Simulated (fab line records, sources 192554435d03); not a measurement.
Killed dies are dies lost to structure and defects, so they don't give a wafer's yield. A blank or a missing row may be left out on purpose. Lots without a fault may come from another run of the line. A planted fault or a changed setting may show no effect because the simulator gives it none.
Which tool did it? | flow n5_finfet | 6 lots, 18 wafers sampled, at 1 step of a route of 1938

WHAT THE GAUGES READ, wafer by wafer
N5_BEOL_M4_INSPECT_59: inspects for defects (darkfield).
lot  | measured     | on                | raw_defect_count
L336 | day 9 10:08  | defect_inspect-02 | 34 45 49
L343 | day 11 01:56 | defect_inspect-01 | 77 81 57
L350 | day 12 16:07 | defect_inspect-02 | 71 48 37
L353 | day 13 18:04 | defect_inspect-02 | 53 46 39
L356 | day 14 05:28 | defect_inspect-02 | 61 78 75
L358 | day 15 06:10 | defect_inspect-01 | 44 91 49

WHICH TOOL RAN EACH LOT (tool, then ch and the chambers of the sampled wafers, then the start)
The record holds no process step before these readings.

THE ANSWER, worked out from the rows above alone
Rule: what is usual is taken from the lots themselves. Put in order of their means at a reading, lots are off if they are a third of the lots or fewer, leave a main group of 4 or more, and stand apart from it by a gap of 3 or more times the standard deviation of the main group's means; of several such gaps the widest counts. A main group whose means are all the same, to the digits that the tables above print for the reading, isn't used. A lot without any number at a reading at which 4 lots or more have one is off too. The other lots that the step has rows for count as sound.
No lot is off at any reading shown: from this, nothing can be told.

WHAT THE SIMULATOR HAD PUT IN
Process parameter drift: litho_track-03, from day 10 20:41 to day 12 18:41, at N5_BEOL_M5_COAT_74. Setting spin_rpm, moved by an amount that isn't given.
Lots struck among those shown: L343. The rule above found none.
